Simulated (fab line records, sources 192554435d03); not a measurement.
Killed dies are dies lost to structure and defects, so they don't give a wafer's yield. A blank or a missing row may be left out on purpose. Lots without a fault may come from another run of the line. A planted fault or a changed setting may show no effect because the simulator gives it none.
Split-lot experiment | flow n5_finfet | 7 lots, 21 wafers read, on a route of 1938 steps

THE SPLIT
At N5_SD_EPI_P_EPI_21 (deposits SiGe:B, time 355 s), the setting epi_growth_time_s was moved away from the recipe's 355 s on 6 of the 21 wafers read, by +5.0% to +8.3%. The other wafers ran this setting at the recipe's value.

FROM THE SPLIT TO THE READING: what the file shows between them, 3 steps
- N5_SD_EPI_P_HM_STRIP_48: strips SiNx in H3PO4, material SiNx, target depth 3 nm
- N5_SD_ACTIVATION_RTA_00: time 0 s
- N5_SD_ACTIVATION_LSA_01: time 0.0008 s

THE READING
RS_SD_P, in ohm/sq, at N5_SD_ACTIVATION_RS_MEAS_03 (measures by four-point-probe). Fault-free wafers of this fab line usually give 55.8 ohm/sq, standard deviation 0.89 ohm/sq.

wafer  | tool, chamber at the split | epi_growth_time_s as run, s | against the recipe | RS_SD_P, ohm/sq | against lot-mates on the recipe
L075.2 | epi_rpcvd-01, 0            | 384.6                       | +8.3%              | 52.1            | -2.5
L075.4 | epi_rpcvd-01, 0            | 384.6                       | +8.3%              | 52.4            | -2.2
L075.5 | epi_rpcvd-01, 0            | 355                         | recipe             | 54.6            | -
L077.1 | epi_rpcvd-02, 0            | 355                         | recipe             | 55.8            | -
L077.2 | epi_rpcvd-02, 0            | 355                         | recipe             | 54.9            | -
L077.3 | epi_rpcvd-02, 0            | 355                         | recipe             | 56.3            | -
L080.1 | epi_rpcvd-03, 0            | 355                         | recipe             | 55.5            | -
L080.3 | epi_rpcvd-03, 0            | 355                         | recipe             | 56.8            | -
L080.6 | epi_rpcvd-03, 0            | 355                         | recipe             | 55.8            | -
L083.2 | epi_rpcvd-02, 0            | 355                         | recipe             | 56.4            | -
L083.4 | epi_rpcvd-02, 0            | 355                         | recipe             | 57.1            | -
L083.5 | epi_rpcvd-02, 0            | 355                         | recipe             | 56.4            | -
L085.3 | epi_rpcvd-01, 0            | 355                         | recipe             | 55.6            | -
L085.5 | epi_rpcvd-01, 0            | 355                         | recipe             | 55.7            | -
L085.6 | epi_rpcvd-01, 0            | 355                         | recipe             | 56.2            | -
L090.2 | epi_rpcvd-03, 0            | 355                         | recipe             | 55.4            | -
L090.5 | epi_rpcvd-03, 0            | 372.9                       | +5.0%              | 53.4            | -2.0
L090.6 | epi_rpcvd-03, 0            | 372.9                       | +5.0%              | 53.9            | -1.5
L091.2 | epi_rpcvd-02, 0            | 375.4                       | +5.7%              | 54.3            | -2.8
L091.3 | epi_rpcvd-02, 0            | 355                         | recipe             | 57.1            | -
L091.4 | epi_rpcvd-02, 0            | 375.4                       | +5.7%              | 54.8            | -2.3

THE FIT
A straight line over all 21 wafers: RS_SD_P changes by -0.401 ohm/sq for each +1% of epi_growth_time_s; r = -0.87; the points scatter about the line by 0.72 ohm/sq.
The same after taking each lot's own level away (the mean of its wafers on the recipe; 21 wafers): -0.332 ohm/sq for each +1%; r = -0.92; scatter 0.45 ohm/sq.
On that fit, the largest move of epi_growth_time_s shifts the reading by 2.8 ohm/sq.
The lots' own levels span 54.60 to 57.10 ohm/sq, that is 2.8 times the standard deviation above.
So the lot-to-lot level changes the slope: the two fits differ.
Check: with one of the wafers moved furthest among these (+8.3%) left out of the fit, the line predicts -2.91 ohm/sq for it against its lot-mates. It came out at -2.5 ohm/sq against them.

OTHER SPLITS ON THESE WAFERS
These wafers also went through other splits before the reading. Each is held against what the fit with the lots' levels taken away leaves over:
other split on the same wafers     | wafers away from the commonest value | r with RS_SD_P (lot level and that fit taken away)
N5_ZERO_LAYER_EXPOSE_08 dose_mj    | 6                                    | -0.16
N5_WELL_APT_COAT_02 spin_rpm       | 10                                   | -0.39
N5_FIN_SAQP_PEB_14 peb_time_s      | 7                                    | +0.09
N5_FIN_SAQP_ETCH_52 source_w       | 5                                    | +0.03
N5_DUMMY_GATE_COAT_28 spin_rpm     | 7                                    | -0.12
N5_SPACER0_ALD_00 ald_cycles       | 9                                    | +0.27
N5_SD_EPI_N_PEB_07 peb_time_s      | 7                                    | +0.04
N5_SD_EPI_P_ETCH_16 target_depth_a | 4                                    | -0.28

THE WHOLE CHAIN: every reading that the file lists as answering this split, in the file's order
step                        | what it does                 | reading                                                                           | change (the file's fit)               | r (the file's)
N5_SD_EPI_P_EPI_21          | deposits SiGe:B, time 355 s  | SiGe-B_of_SD_EPI_P_EPI_21.thk_nm (the simulator's own value, which no gauge read) | +0.393 nm for each +1% of the setting | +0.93
N5_SD_ACTIVATION_RS_MEAS_03 | measures by four-point-probe | RS_SD_P                                                                           | -0.34 for each +1% of the setting     | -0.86

THE FILE'S OWN FIT
RS_SD_P changes by -0.34 ohm/sq for each +1% of epi_growth_time_s, r = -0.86.
